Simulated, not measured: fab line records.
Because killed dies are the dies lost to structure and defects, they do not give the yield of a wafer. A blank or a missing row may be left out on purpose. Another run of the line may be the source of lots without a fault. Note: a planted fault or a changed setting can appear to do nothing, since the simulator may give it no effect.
Matching of chambers ; flow n5_finfet ; rie_diel-04 running N5_BEOL_M0_ETCH_109: 4 sister chambers
The step etches SiCN in CH3F/O2, target depth 8 nm, overetch 2.4 nm, time 27.4 s. 16 wafers are shown with their chamber, then 8 later ones without.

WAFERS WITH THEIR CHAMBER
wafer;chamber;showerhead_plenum_p_Torr (Torr);drypump_motor_current_A (A);throttle_valve_pct (%)
L076.1;2;1.94;5.6;16.5
L076.3;1;2.07;5.8;16.9
L076.5;0;2.08;6.7;16.3
L077.1;1;2.07;5.9;17.0
L077.3;0;2.08;6.7;16.3
L077.6;3;1.95;6.2;16.6
L079.1;2;1.94;5.6;16.5
L079.3;3;1.95;6.2;16.6
L079.6;2;1.94;5.7;16.5
L081.2;3;1.95;6.2;16.6
L081.3;1;2.07;5.8;17.0
L081.5;0;2.07;6.7;16.3
L085.3;2;1.94;5.7;16.0
L085.4;1;2.06;5.8;17.0
L085.6;0;2.07;6.7;16.4
L089.4;3;1.94;6.2;16.7

SIGNATURES, as means of the wafers listed above
reading;chamber 0;chamber 1;chamber 2;chamber 3;scatter within a chamber
showerhead_plenum_p_Torr;2.0750;2.0675;1.9400;1.9475;0.00456
drypump_motor_current_A;6.700;5.825;5.650;6.200;0.0382
throttle_valve_pct;16.325;16.975;16.375;16.625;0.132
Rule: distance of a wafer from a chamber = root of the sum over the readings of ((wafer's reading minus chamber's mean) / reading's scatter) squared. If the next closest chamber is less than 2 further off than the closest, the wafer can't be placed; otherwise it belongs to the closest. How the scatter is found: for the shown wafers, subtract from each reading the mean of its chamber, square and add these, divide the total by (wafers less chambers), then take the root.

WAFERS WHOSE CHAMBER IS MISSING
wafer;showerhead_plenum_p_Torr (Torr);drypump_motor_current_A (A);throttle_valve_pct (%)
L089.5;2.06;5.9;17.0
L089.6;2.07;6.7;16.4
L094.1;2.06;5.9;16.5
L094.4;2.06;6.7;16.4
L094.6;2.06;6.7;16.4
L097.2;2.06;5.9;16.5
L097.5;1.93;6.2;16.7
L097.6;2.06;6.7;16.4

THE CHAMBER EACH PASSED THROUGH
wafer;from the rows above;in truth
L089.5;1;1
L089.6;0;0
L094.1;1;1
L094.4;0;0
L094.6;0;0
L097.2;1;1
L097.5;3;3
L097.6;0;0
Correct placement for 8 of the 8. Left unplaced by these rows: 0. Placed wrongly: 0.
